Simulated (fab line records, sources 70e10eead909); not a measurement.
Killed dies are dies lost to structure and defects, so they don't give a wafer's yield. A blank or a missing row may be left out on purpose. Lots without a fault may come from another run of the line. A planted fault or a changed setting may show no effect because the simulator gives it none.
Which tool did it? | flow nand_harc | 6 lots, 18 wafers sampled, at 4 steps of a route of 1302

WHAT THE GAUGES READ, wafer by wafer
NHARC_END_SORT_01.
lot  | measured     | on        | killed_short
L226 | day 27 09:18 | prober-02 | 1 5 2
L229 | day 28 05:11 | prober-02 | 2 1 1
L238 | day 32 19:52 | prober-01 | 1 3 4
L241 | day 33 12:17 | prober-01 | 1 1 4

WHICH TOOL RAN EACH LOT (tool, then ch and the chambers of the sampled wafers, then the start)
lot  | NHARC_A_M1_ANNEAL_31             | NHARC_A_BONDPAD_ETCH_24            | NHARC_A_BONDPAD_PVD_27
L220 | rtp_anneal-02 ch 0, day 23 13:59 | rie_diel-02 ch 0,1, day 23 17:34   | pvd_sputter-02, no start
L226 | rtp_anneal-01 ch 0, day 25 18:52 | rie_diel-02 ch 0,1,3, day 25 22:10 | pvd_sputter-01, day 27 09:18 or earlier
L229 | rtp_anneal-02 ch 0, day 26 15:53 | rie_diel-07 ch 1,2, day 26 19:35   | pvd_sputter-01, day 28 05:11 or earlier
L236 | rtp_anneal-02 ch 0, day 29 09:14 | rie_diel-07 ch 0,2,3, day 29 12:44 | pvd_sputter-01, no start
L238 | rtp_anneal-02 ch 0, day 31 04:17 | rie_diel-07 ch 0,1,2, day 31 07:56 | pvd_sputter-01, day 32 19:52 or earlier
L241 | rtp_anneal-01 ch 0, day 32 01:06 | rie_diel-07 ch 1,3, day 32 04:50   | pvd_sputter-01, day 33 12:17 or earlier
- NHARC_A_M1_ANNEAL_31: time 90 s.
- NHARC_A_BONDPAD_ETCH_24: etches the open film in CF4/N2, target depth 30 nm, time 72.99 s.
- NHARC_A_BONDPAD_PVD_27: deposits Cu, target thk 30 nm, time 20.49 s.

THE ANSWER, worked out from the rows above alone
Rule: what is usual is taken from the lots themselves. Put in order of their means at a reading, lots are off if they are a third of the lots or fewer, leave a main group of 4 or more, and stand apart from it by a gap of 3 or more times the standard deviation of the main group's means; of several such gaps the widest counts. A main group whose means are all the same, to the digits that the tables above print for the reading, isn't used. A lot without any number at a reading at which 4 lots or more have one is off too. The other lots that the step has rows for count as sound.
No lot is off at any reading shown: from this, nothing can be told.

WHAT THE SIMULATOR HAD PUT IN
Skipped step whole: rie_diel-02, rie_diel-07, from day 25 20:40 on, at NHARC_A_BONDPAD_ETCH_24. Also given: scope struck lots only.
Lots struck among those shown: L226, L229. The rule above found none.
